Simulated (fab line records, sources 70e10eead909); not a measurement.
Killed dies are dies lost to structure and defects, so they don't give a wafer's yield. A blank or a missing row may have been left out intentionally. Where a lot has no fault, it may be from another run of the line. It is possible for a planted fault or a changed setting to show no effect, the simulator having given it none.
Chamber matching / flow nand harc / NHARC_P_M0_PRE_CLEAN_31 on pecvd-04: 3 sister chambers
The step time 12 s. 6 wafers are shown with their chamber, then 7 later ones without.

== WAFERS PAIRED WITH THEIR CHAMBERS ==
wafer=L619.1; chamber=1; heater power w (W)=718
wafer=L623.2; chamber=1; heater power w (W)=617
wafer=L623.5; chamber=0; heater power w (W)=661
wafer=L623.6; chamber=2; heater power w (W)=782
wafer=L624.1; chamber=0; heater power w (W)=669
wafer=L624.4; chamber=2; heater power w (W)=698

== WAFERS WITHOUT THEIR CHAMBER ==
wafer=L624.6; heater power w (W)=739
wafer=L625.1; heater power w (W)=620
wafer=L625.3; heater power w (W)=643
wafer=L625.4; heater power w (W)=785
wafer=L637.2; heater power w (W)=739
wafer=L637.4; heater power w (W)=704
wafer=L637.6; heater power w (W)=654

== WHICH CHAMBER EACH ONE RAN IN ==
wafer=L624.6; from the rows above=can't be placed: 2 or 1 or 0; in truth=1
wafer=L625.1; from the rows above=can't be placed: 0 or 1 or 2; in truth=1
wafer=L625.3; from the rows above=can't be placed: 0 or 1 or 2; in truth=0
wafer=L625.4; from the rows above=can't be placed: 2 or 1 or 0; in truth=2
wafer=L637.2; from the rows above=can't be placed: 2 or 1 or 0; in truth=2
wafer=L637.4; from the rows above=can't be placed: 2 or 1 or 0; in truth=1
wafer=L637.6; from the rows above=can't be placed: 0 or 1 or 2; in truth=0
Placed correctly: 0 of 7. Can't be placed from these rows: 7 (the true chamber is among the candidates in 7). Number placed wrongly: 0.
How it was worked out, from the rows above alone: a wafer's distance from a chamber is the root of the sum, over the readings, of the square of ((its reading less the chamber's mean) divided by the reading's scatter). If the next closest chamber is less than 2 further off than the closest, the wafer can't be placed; otherwise it belongs to the closest. For every chamber, the mean is computed from those of its wafers that are shown. The scatter: the root of (the sum of the squares of (reading less its chamber's mean) over the shown wafers, divided by (wafers less chambers)).
